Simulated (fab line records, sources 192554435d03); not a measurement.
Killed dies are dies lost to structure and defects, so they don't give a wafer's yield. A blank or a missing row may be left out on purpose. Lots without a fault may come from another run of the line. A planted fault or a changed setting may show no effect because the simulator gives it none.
fab line records | flow n5_finfet
record lots=7 wafers=39
route steps=1938 shown BEOL_M2@890 BEOL_M4@1081 BEOL_M5@1112 BEOL_M8@1386
start_h: hours from the record's first day to the start of the lot's first wafer shown | wait_h: hours since the lot's step before | " the same as in the row above | L1.1+2: a row that stands for several wafers | - no value, or no start given | * or withheld: withheld | < > ~ a bound
route shown NAME@n: a module of which the file shows steps, and the number in the route of the first | usual: mean/standard deviation of fault-free wafers | same: alike in all rows | chamber/n: place in a boat | sites: the reading at each site | _std_site: their standard deviation | _edge_site: outer sites' mean less inner sites' | radius_mm: how far each site lies from the wafer's centre | mask NAME#n: copy n | behind: the tool/chamber that last shaped the wafer | hold: why the lot was held/for how many hours/how that ended | device: the transistor (n, p or np) that didn't switch | end of line: the same wafers' tests at the end of the route | a step without rows: its recipe alone | killed: dies lost to structure and defects at the first sort, not the wafer's yield | map: a wafer's dies, x killed, . not, _ none there
set.NAME: the setting as run; set.NAME@STEP: as run at that earlier step | model.NAME: the simulator's own value behind a step, which no gauge read
lots whose settings were changed on purpose; a table a step, a row a wafer
## steps
# step N5_BEOL_M2_TRENCH_ETCH_37
# recipe chemistry=C4F6/O2 target_depth_a=555.55 target=SiOC time_s=29.2 ion_energy_ev=250 pressure_mtorr=30 source_w=355 bias_w=185 Ar_flow_sccm=300 C4F6_flow_sccm=10 O2_flow_sccm=10
# columns lot.wafer tool chamber start_h wait_h set.time_s model.etch.depth_nm model.BEOL_M2.feature_depth_nm model.TiN_of_BEOL_M2_HM_DEP_02.thk_nm
L074.1 rie_diel-02 2 - - 29.2 55.59 55.6 17.8
L074.3 " 1 " " 29.2 54.85 54.8 17.8
L074.6 " 1 " " 29.2 54.61 54.6 17.6
L080.1 rie_diel-05 1 - - 29.2 55.04 55 17.8
L080.2 " 0 " " 36.37 69.43 69.4 17.2
L080.3 " 3 " " 36.37 67.87 67.8 17.4
L080.4 " 2 " " 29.2 54.68 54.6 17.6
L080.5 " 2 " " 36.37 68.39 68.4 17.4
L080.6 " 1 " " 29.2 55.75 55.8 17.6
L082.1 rie_diel-02 3 - - 29.2 54.44 54.4 18.2
L082.2 " 0 " " 29.2 55.58 55.6 18
L082.3 " 1 " " 29.2 55.44 55.4 18
L082.4 " 2 " " 29.2 55.47 55.4 18.2
L082.5 " 1 " " 29.2 55.18 55.2 18.2
L082.6 " 0 " " 29.2 55.03 55 18
L087.1 rie_diel-04 0 - - 29.2 56.13 56.2 17.8
L087.2 " 2 " " 29.2 53.75 53.8 18
L087.3 " 1 " " 17.09 32.13 32.2 19
L087.4 " 3 " " 29.2 56.07 56 18
L087.5 " 2 " " 17.09 31.19 31.2 19.2
L087.6 " 1 " " 17.09 32.21 32.2 19
L092.1 rie_diel-04 0 - - 13.59 26.43 26.4 18.8
L092.2 " 3 " " 29.2 56.94 57 17.6
L092.3 " 2 " " 29.2 53.9 53.8 17.6
L092.4 " 1 " " 29.2 55.52 55.6 17.6
L092.5 " 0 " " 13.59 26.52 26.6 18.6
L092.6 " 3 " " 13.59 26.38 26.4 18.8
L094.1 rie_diel-05 1 - - 18.82 35.61 35.6 18.4
L094.2 " 3 " " 29.2 54.14 54.2 17.4
L094.3 " 2 " " 29.2 55.17 55.2 17.4
L094.4 " 0 " " 29.2 54.89 54.8 17.6
L094.5 " 3 " " 18.82 34.8 34.8 18.4
L094.6 " 2 " " 18.82 35.65 35.6 18.4
L093.1 rie_diel-04 3 - - 29.2 56.28 56.2 17.8
L093.2 " 0 " " 29.2 56.54 56.6 17.6
L093.3 " 1 " " 29.2 54.66 54.6 17.8
L093.4 " 0 " " 29.2 56.72 56.8 17.8
L093.5 " 1 " " 29.2 55.04 55 18
L093.6 " 3 " " 29.2 56.67 56.6 17.6
# step N5_BEOL_M2_ETCH_41
# recipe chemistry=CH3F/O2 target=SiCN target_depth_a=299 taper_deg=2 time_s=52.5 ion_energy_ev=120 mask_material=TiN pressure_mtorr=30 source_w=395 bias_w=75 Ar_flow_sccm=150 CH3F_flow_sccm=30 O2_flow_sccm=20
# step N5_BEOL_M2_STRIP_97
# recipe chemistry=N2/H2 time_s=10 power_w=450 temp_c=40 pressure_mtorr=20 rf_frequency_hz=6e+07 bias_power_w=7 n2_flow_sccm=200 h2_flow_sccm=200
# step N5_BEOL_M2_OCD_MEAS_38
# usual trench_depth_nm=55.2/0.88
# columns lot.wafer tool chamber start_h wait_h set.time_s@BEOL_M2_TRENCH_ETCH_37 trench_depth_nm
L074.1 ocd-01 - 150.95 - 29.2 55.4
L074.3 " - " " 29.2 54.8
L074.6 " - " " 29.2 54.6
L080.1 ocd-02 - 192.38 - 29.2 54.9
L080.2 " - " " 36.37 69.4
L080.3 " - " " 36.37 68.0
L080.4 " - " " 29.2 54.2
L080.5 " - " " 36.37 68.1
L080.6 " - " " 29.2 55.7
L082.1 ocd-02 - 206.69 - 29.2 54.6
L082.2 " - " " 29.2 55.8
L082.3 " - " " 29.2 54.9
L082.4 " - " " 29.2 55.6
L082.5 " - " " 29.2 55.2
L082.6 " - " " 29.2 54.3
L087.1 ocd-02 - 280.46 - 29.2 -
L087.2 " - " " 29.2 53.9
L087.3 " - " " 17.09 32.5
L087.4 " - " " 29.2 56.0
L087.5 " - " " 17.09 -
L087.6 " - " " 17.09 -
L092.1 ocd-02 - 291.81 - 13.59 -
L092.2 " - " " 29.2 56.9
L092.3 " - " " 29.2 54.4
L092.4 " - " " 29.2 -
L092.5 " - " " 13.59 -
L092.6 " - " " 13.59 26.0
L094.1 ocd-02 - 294.94 - 18.82 35.8
L094.2 " - " " 29.2 54.3
L094.3 " - " " 29.2 56.0
L094.4 " - " " 29.2 54.5
L094.5 " - " " 18.82 34.9
L094.6 " - " " 18.82 35.6
L093.1 ocd-02 - 303.21 - 29.2 56.2
L093.2 " - " " 29.2 -
L093.3 " - " " 29.2 54.8
L093.4 " - " " 29.2 -
L093.5 " - " " 29.2 -
L093.6 " - " " 29.2 56.9
# step N5_BEOL_M2_HM_STRIP_39
# recipe chemistry=peroxide_tin_strip material=TiN target_depth_a=250 temp_c=50 time_s=158
# step N5_BEOL_M2_SRD_40
# recipe time_s=30 temp_c=23 rinse_liquid=diw dry=ipa_marangoni
# step N5_BEOL_M2_ECD_50
# recipe material=Cu target_thk_a=3000
# step N5_BEOL_M2_ANNEAL_51
# recipe temp_c=225 time_s=90 ambient=N2
# step N5_BEOL_M2_CMP_52
# recipe stop_on=SiOC t_overpolish_s=6.8 down_force_psi=1 platen_rpm=50 clearing_platen_down_force_psi=1.5 clearing_platen_rpm=50 post_cmp_clean=cu_alkaline target_thk_nm=40 clearing_platen_pad_velocity_m_s=0.99484 pad_velocity_m_s=0.99484
# columns lot.wafer tool chamber start_h wait_h set.time_s@BEOL_M2_TRENCH_ETCH_37 model.Cu_of_BEOL_M2_ECD_50.thk_nm
L074.3+1 cmp-03 0,1 155.63 0.2 29.2 40.8
L074.6 " 1 " " 29.2 39.6
L080.1 cmp-04 1 197.53 0.3 29.2 39.8
L080.3 " 2 " " 36.37 52.4
L080.4 " 3 " " 29.2 39.4
L080.2+5 " 0,1 " " 36.37 53.8
L080.6 " 2 " " 29.2 40.2
L087.3 cmp-04 1 283.72 0.2 17.09 18
L087.4 " 2 " " 29.2 40.2
L087.2 " 3 " " 29.2 39.6
L087.1 " 0 " " 29.2 40.6
L087.6 " 1 " " 17.09 17
L087.5 " 2 " " 17.09 16.8
L092.2 cmp-04 1 294.89 0.2 29.2 41.8
L092.1 " 2 " " 13.59 11.6
L092.3 " 3 " " 29.2 39.2
L092.4 " 0 " " 29.2 39.6
L092.6 " 1 " " 13.59 11.4
L092.5 " 2 " " 13.59 12.2
L094.2 cmp-03 1 298.55 0.4 29.2 37.6
L094.1 " 2 " " 18.82 19.6
L094.4 " 3 " " 29.2 38.8
L094.3 " 0 " " 29.2 40
L094.5 " 1 " " 18.82 18.8
L094.6 " 2 " " 18.82 19.2
L093.3 cmp-01 1 306.27 0.2 29.2 39.2
L093.4 " 2 " " 29.2 41.2
L093.1 " 3 " " 29.2 40.8
L093.2 " 0 " " 29.2 41.8
L093.5 " 1 " " 29.2 39
L093.6 " 2 " " 29.2 40.6
L082.4 cmp-03 2 319.76 0.1 29.2 40
L082.1 " 3 " " 29.2 38.4
L082.3 " 0 " " 29.2 40.8
L082.2 " 1 " " 29.2 40.2
L082.5 " 2 " " 29.2 39.4
L082.6 " 3 " " 29.2 39.8
# step N5_BEOL_M2_THK_MEAS_53
# recipe thk_meas_gauge=xrf reads=Cu_of_BEOL_M2_ECD_50
# usual M2_THK=39.3/1
# columns lot.wafer tool chamber start_h wait_h set.time_s@BEOL_M2_TRENCH_ETCH_37 M2_THK[nm]
L074.1 film_metro-01 - 155.93 - 29.2 40.2
L074.3 " - " " 29.2 40.4
L074.6 " - " " 29.2 39.2
L080.1 film_metro-02 - 197.82 - 29.2 39.2
L080.2 " - " " 36.37 53.3
L080.3 " - " " 36.37 51.4
L080.4 " - " " 29.2 38.9
L080.5 " - " " 36.37 53.3
L080.6 " - " " 29.2 39.7
L087.1 film_metro-01 - 284.02 - 29.2 -
L087.2 " - " " 29.2 39.1
L087.3 " - " " 17.09 17.7
L087.4 " - " " 29.2 39.4
L087.5 " - " " 17.09 -
L087.6 " - " " 17.09 -
L092.1 film_metro-02 - 295.18 - 13.59 -
L092.2 " - " " 29.2 40.9
L092.3 " - " " 29.2 38.5
L092.4 " - " " 29.2 -
L092.5 " - " " 13.59 -
L092.6 " - " " 13.59 11.3
L094.1 film_metro-02 - 298.84 - 18.82 19.4
L094.2 " - " " 29.2 37.0
L094.3 " - " " 29.2 39.5
L094.4 " - " " 29.2 38.2
L094.5 " - " " 18.82 18.5
L094.6 " - " " 18.82 19.0
L093.1 film_metro-01 - 306.56 - 29.2 40.4
L093.2 " - " " 29.2 -
L093.3 " - " " 29.2 38.8
L093.4 " - " " 29.2 -
L093.5 " - " " 29.2 -
L093.6 " - " " 29.2 40.1
L082.1 film_metro-01 - 320.05 - 29.2 37.8
L082.2 " - " " 29.2 39.6
L082.3 " - " " 29.2 40.4
L082.4 " - " " 29.2 39.4
L082.5 " - " " 29.2 38.9
L082.6 " - " " 29.2 39.3
# step N5_BEOL_M2_PRE_CLEAN_60
# recipe gas=NH3/H2 time_s=15 temp_c=* rf_power_w=300
# step N5_BEOL_M2_CO_CAP_55
# recipe material=Co target_thk_a=20 temp_c=200 precursor=CCTBA/H2 pressure_torr=30 time_s=102.1
# step N5_BEOL_M2_PRE_CLEAN_56
# recipe gas=NH3 time_s=15 temp_c=withheld rf_power_w=300
# step N5_BEOL_M2_DEP_57
# recipe material=SiCN target_thk_a=80 temp_c=withheld precursor=3MS/NH3 pressure_torr=3 rf_w=202 time_s=14
# step N5_BEOL_M2_RS_MEAS_58
# recipe thk_meas_gauge=four-point-probe reads=Co_of_BEOL_M2_CO_CAP_55+Cu_of_BEOL_M2_ECD_50+Co_of_BEOL_M2_CVD_47+TaN_of_BEOL_M2_ALD_84
# usual M2_RS=0.675/0.022
# columns lot.wafer tool chamber start_h wait_h set.time_s@BEOL_M2_TRENCH_ETCH_37 M2_RS[ohm/sq]
L074.1 film_metro-02 - 156.19 0.0 29.2 0.654
L074.3 " - " " 29.2 0.651
L074.6 " - " " 29.2 0.679
L080.1 film_metro-02 - 198.14 0.0 29.2 0.674
L080.2 " - " " 36.37 0.460
L080.3 " - " " 36.37 0.475
L080.4 " - " " 29.2 0.681
L080.5 " - " " 36.37 0.460
L080.6 " - " " 29.2 0.662
L087.1 film_metro-01 - 284.28 0.0 29.2 -
L087.2 " - " " 29.2 0.678
L087.3 " - " " 17.09 1.967
L087.4 " - " " 29.2 0.664
L087.5 " - " " 17.09 -
L087.6 " - " " 17.09 -
L092.1 film_metro-02 - 295.44 0.0 13.59 -
L092.2 " - " " 29.2 0.630
L092.3 " - " " 29.2 0.685
L092.4 " - " " 29.2 -
L092.5 " - " " 13.59 -
L092.6 " - " " 13.59 3.744
L094.1 film_metro-02 - 299.10 0.0 18.82 1.738
L094.2 " - " " 29.2 0.721
L094.3 " - " " 29.2 0.668
L094.4 " - " " 29.2 0.695
L094.5 " - " " 18.82 1.862
L094.6 " - " " 18.82 1.787
L093.1 film_metro-02 - 306.82 0.0 29.2 0.651
L093.2 " - " " 29.2 -
L093.3 " - " " 29.2 0.685
L093.4 " - " " 29.2 -
L093.5 " - " " 29.2 -
L093.6 " - " " 29.2 0.659
L082.1 film_metro-02 - 320.31 0.0 29.2 0.705
L082.2 " - " " 29.2 0.666
L082.3 " - " " 29.2 0.650
L082.4 " - " " 29.2 0.671
L082.5 " - " " 29.2 0.680
L082.6 " - " " 29.2 0.670
# step N5_BEOL_M4_ALD_84
# recipe material=TaN target_thk_a=* temp_c=275 ald_precursor_family=PDMAT ald_co_reactant=NH3 pressure_torr=3 carrier_flow_sccm=1500 pulse_time_s=2 purge_time_s=3 co_reactant_purge_time_s=2 co_reactant_pulse_time_s=3 ald_cycles=30 precursor_vessel_temp_c=75 precursor_vessel_pressure_torr=26.25 precursor_vessel_carrier_sccm=1000
# columns lot.wafer tool chamber start_h wait_h set.ald_cycles model.TaN_of_BEOL_M4_ALD_84.thk_nm
L074.1+3 ald_metal-04 1,3 192.65 0.0 30 *
L074.6 " 1 " " 30 *
L080.1+3+5 ald_metal-03 1,2,1 253.40 0.0 16 *
L080.2+4+6 " 0,3,0 " " 30 *
L087.1 ald_metal-03 1 343.01 0.1 30 *
L087.2+3+6 " 0,2,2 " " 13 *
L087.4+5 " 3 " " 30 *
L092.1+2+6 ald_metal-04 1,0,1 382.05 0.0 44 *
L092.3+4+5 " 2,3,0 " " 30 *
L094.1+2+3+5 ald_metal-01 3,2,1,2 385.04 0.1 30 *
L094.4+6 " 0,1 " " 30 *
L093.1 ald_metal-03 1 387.81 0.0 30 *
L093.2+4 " 2,0 " " 30 *
L093.3+5+6 " 3,1,2 " " 44 *
L082.1+2+3+4+5+6 ald_metal-03 3,0,2,1,0,3 395.67 0.1 30 *
# step N5_BEOL_M5_ILD_DEP_00
# recipe material=SiCOH_lowk target_thk_a=1406.4 temp_c=300 precursor=DEMS/porogen pressure_torr=5 rf_w=500 time_s=25.9
# columns lot.wafer tool chamber start_h wait_h set.time_s model.SiCOH_lowk_of_BEOL_M5_ILD_DEP_00.thk_nm
L074.1 pecvd-03 1 197.08 0.8 25.9 139
L074.3 " 2 " " 25.9 138.4
L074.6 " 2 " " 25.9 140.6
L080.1 pecvd-02 1 257.85 0.8 25.9 140.4
L080.2 " 0 " " 25.9 140.8
L080.3 " 2 " " 25.9 141.8
L080.4 " 0 " " 40.46 219.2
L080.5 " 1 " " 40.46 221.4
L080.6 " 2 " " 40.46 220
L087.1 pecvd-01 2 347.45 0.8 25.9 137.6
L087.2 " 1 " " 25.9 138.4
L087.3 " 2 " " 25.9 140
L087.4 " 1 " " 25.9 141.4
L087.5 " 2 " " 25.9 139.6
L087.6 " 1 " " 25.9 141.2
L092.1 pecvd-03 2 386.31 0.8 20.79 112.4
L092.2 " 0 " " 20.79 111.6
L092.3 " 1 " " 25.9 139.6
L092.4 " 2 " " 25.9 141.8
L092.5 " 1 " " 20.79 115.6
L092.6 " 0 " " 25.9 142.2
L094.1 pecvd-03 2 391.02 0.8 25.9 140.8
L094.2 " 1 " " 18.32 99.8
L094.3 " 0 " " 25.9 140.2
L094.4 " 0 " " 25.9 140
L094.5 " 2 " " 18.32 102
L094.6 " 1 " " 18.32 101.6
L093.1 pecvd-03 2 392.31 0.8 16.1 88.2
L093.2 " 0 " " 16.1 86.8
L093.3 " 1 " " 25.9 139.4
L093.4 " 1 " " 25.9 143.8
L093.5 " 0 " " 16.1 88.6
L093.6 " 2 " " 25.9 142.2
L082.1 pecvd-02 2 400.61 0.8 33.24 178.6
L082.2 " 0 " " 25.9 142.2
L082.3 " 1 " " 33.24 179.6
L082.4 " 1 " " 25.9 142
L082.5 " 2 " " 25.9 141.4
L082.6 " 0 " " 33.24 180.2
# step N5_BEOL_M5_CURE_79
# recipe temp_c=385 time_s=240 ambient=He/Ar material=SiCOH_lowk
# columns lot.wafer tool chamber start_h wait_h set.time_s@BEOL_M5_ILD_DEP_00 model.SiCOH_lowk_of_BEOL_M5_ILD_DEP_00.thk_nm
L074.1 uv_cure-01 1 197.14 0.0 25.9 119.6
L074.3 " 1 " " 25.9 119
L074.6 " 1 " " 25.9 121
L080.1 uv_cure-01 0 257.91 0.0 25.9 120.8
L080.2 " 0 " " 25.9 121.2
L080.3 " 0 " " 25.9 122
L080.4 " 0 " " 40.46 189.4
L080.5 " 0 " " 40.46 191.4
L080.6 " 0 " " 40.46 190
L087.1 uv_cure-01 1 347.53 0.1 25.9 118.4
L087.2 " 1 " " 25.9 119.2
L087.3 " 1 " " 25.9 120.4
L087.4+6 " 1 " " 25.9 121.6
L087.5 " 1 " " 25.9 120
L092.1 uv_cure-03 2 386.37 0.0 20.79 96.4
L092.2 " 2 " " 20.79 95.8
L092.3 " 2 " " 25.9 120
L092.4 " 2 " " 25.9 122
L092.5 " 2 " " 20.79 99.4
L092.6 " 2 " " 25.9 122.2
L094.1 uv_cure-01 0 391.08 0.0 25.9 121
L094.2 " 0 " " 18.32 85.6
L094.3+4 " 0 " " 25.9 120.6
L094.5 " 0 " " 18.32 87.6
L094.6 " 0 " " 18.32 87.2
L093.1 uv_cure-02 2 392.37 0.0 16.1 75.6
L093.2 " 2 " " 16.1 74.4
L093.3 " 2 " " 25.9 119.8
L093.4 " 2 " " 25.9 123.8
L093.5 " 2 " " 16.1 76
L093.6 " 2 " " 25.9 122.2
L082.1 uv_cure-02 1 400.67 0.0 33.24 154
L082.2+4 " 1 " " 25.9 122.2
L082.3 " 1 " " 33.24 154.8
L082.5 " 1 " " 25.9 121.8
L082.6 " 1 " " 33.24 155.4
# step N5_BEOL_M5_THK_MEAS_01
# recipe reads=SiCOH_lowk_of_BEOL_M5_ILD_DEP_00
# usual M5_ILD_THK=121.4/1.5
# columns lot.wafer tool chamber start_h wait_h set.time_s@BEOL_M5_ILD_DEP_00 M5_ILD_THK[nm]
L074.1 film_metro-01 - 197.65 0.4 25.9 119.7
L074.3 " - " " 25.9 119.0
L074.6 " - " " 25.9 121.0
L080.1 film_metro-01 - 258.42 0.4 25.9 120.8
L080.2 " - " " 25.9 121.1
L080.3 " - " " 25.9 122.0
L080.4 " - " " 40.46 189.3
L080.5 " - " " 40.46 191.3
L080.6 " - " " 40.46 190.1
L087.1 film_metro-02 - 348.04 0.4 25.9 118.3
L087.2 " - " " 25.9 119.2
L087.3 " - " " 25.9 120.5
L087.4 " - " " 25.9 121.6
L087.5 " - " " 25.9 120.0
L087.6 " - " " 25.9 121.6
L092.1 film_metro-02 - 386.89 0.4 20.79 96.5
L092.2 " - " " 20.79 95.9
L092.3 " - " " 25.9 119.9
L092.4 " - " " 25.9 121.9
L092.5 " - " " 20.79 99.4
L092.6 " - " " 25.9 122.4
L094.1 film_metro-01 - 392.07 0.8 25.9 121.1
L094.2 " - " " 18.32 85.6
L094.3 " - " " 25.9 120.6
L094.4 " - " " 25.9 120.6
L094.5 " - " " 18.32 87.6
L094.6 " - " " 18.32 87.3
L093.1 film_metro-01 - 392.88 0.4 16.1 75.6
L093.2 " - " " 16.1 74.4
L093.3 " - " " 25.9 119.9
L093.4 " - " " 25.9 123.9
L093.5 " - " " 16.1 76.0
L093.6 " - " " 25.9 122.4
L082.1 film_metro-01 - 401.18 0.4 33.24 153.9
L082.2 " - " " 25.9 122.3
L082.3 " - " " 33.24 154.7
L082.4 " - " " 25.9 122.1
L082.5 " - " " 25.9 121.7
L082.6 " - " " 33.24 155.4
# step N5_BEOL_M8_CURE_75
# recipe temp_c=370 time_s=120 ambient=DMADMS/He material=SiCOH_lowk
# usual lamp_power_pct=52.31/0.05
# columns lot.wafer tool chamber start_h wait_h set.time_s lamp_power_pct
L074.1 uv_cure-02 1 225.32 0.0 120 52.24
L074.3 " 1 " " 120 52.29
L074.6 " 1 " " 120 52.26
L080.1 uv_cure-01 1 295.80 0.0 120 52.26
L080.2 " 1 " " 120 52.25
L080.3 " 1 " " 120 52.38
L080.4 " 1 " " 120 52.29
L080.5 " 1 " " 120 52.37
L080.6 " 1 " " 120 52.34
L087.1 uv_cure-03 1 382.04 0.0 120 52.34
L087.2 " 1 " " 170.1 50.19
L087.3 " 1 " " 120 52.28
L087.4 " 1 " " 120 52.35
L087.5 " 1 " " 170.1 50.29
L087.6 " 1 " " 170.1 50.05
L092.1 uv_cure-02 2 424.64 0.0 120 52.26
L092.2 " 2 " " 120 52.26
L092.3 " 2 " " 120 52.22
L092.4 " 2 " " 120 52.34
L092.5 " 2 " " 120 52.34
L092.6 " 2 " " 120 52.37
L094.1 uv_cure-02 2 433.28 0.1 186.3 49.50
L094.2 " 2 " " 186.3 49.51
L094.3 " 2 " " 186.3 49.53
L094.4 " 2 " " 120 52.33
L094.5 " 2 " " 120 52.30
L094.6 " 2 " " 120 52.23
L093.1 uv_cure-01 1 433.97 0.7 120 52.34
L093.2 " 1 " " 120 52.30
L093.3 " 1 " " 120 52.32
L093.4 " 1 " " 120 52.27
L093.5 " 1 " " 120 52.24
L093.6 " 1 " " 120 52.30
L082.1 uv_cure-02 2 440.67 0.4 183.7 49.54
L082.2 " 2 " " 120 52.35
L082.3 " 2 " " 183.7 49.50
L082.4 " 2 " " 183.7 49.71
L082.5 " 2 " " 120 52.29
L082.6 " 2 " " 120 52.22
## key
split step=N5_BEOL_M2_TRENCH_ETCH_37 setting=time_s stated=29.2 by=wafer
response step=N5_BEOL_M2_TRENCH_ETCH_37 reading=model.etch.depth_nm change=+0.55 per=1% r=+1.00
response step=N5_BEOL_M2_TRENCH_ETCH_37 reading=model.BEOL_M2.feature_depth_nm change=+0.55 per=1% r=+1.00
response step=N5_BEOL_M2_TRENCH_ETCH_37 reading=model.TiN_of_BEOL_M2_HM_DEP_02.thk_nm change=-0.0231 per=1% r=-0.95
response step=N5_BEOL_M2_OCD_MEAS_38 reading=trench_depth_nm change=+0.55 per=1% r=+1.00
response step=N5_BEOL_M2_CMP_52 reading=model.Cu_of_BEOL_M2_ECD_50.thk_nm change=+0.543 per=1% r=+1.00
response step=N5_BEOL_M2_THK_MEAS_53 reading=M2_THK change=+0.535 per=1% r=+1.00
response step=N5_BEOL_M2_RS_MEAS_58 reading=M2_RS shape=bent at_lowest=3.744 at_stated=0.672 at_highest=0.465
split step=N5_BEOL_M4_ALD_84 setting=ald_cycles stated=30 by=wafer
response step=N5_BEOL_M4_ALD_84 reading=model.TaN_of_BEOL_M4_ALD_84.thk_nm change=* per=1% r=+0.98
split step=N5_BEOL_M5_ILD_DEP_00 setting=time_s stated=25.9 by=wafer
response step=N5_BEOL_M5_ILD_DEP_00 reading=model.SiCOH_lowk_of_BEOL_M5_ILD_DEP_00.thk_nm change=+1.39 per=1% r=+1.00
response step=N5_BEOL_M5_CURE_79 reading=model.SiCOH_lowk_of_BEOL_M5_ILD_DEP_00.thk_nm change=+1.21 per=1% r=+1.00
response step=N5_BEOL_M5_THK_MEAS_01 reading=M5_ILD_THK change=+1.21 per=1% r=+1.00
split step=N5_BEOL_M8_CURE_75 setting=time_s stated=120 by=wafer
response step=N5_BEOL_M8_CURE_75 reading=lamp_power_pct change=* per=1% r=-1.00
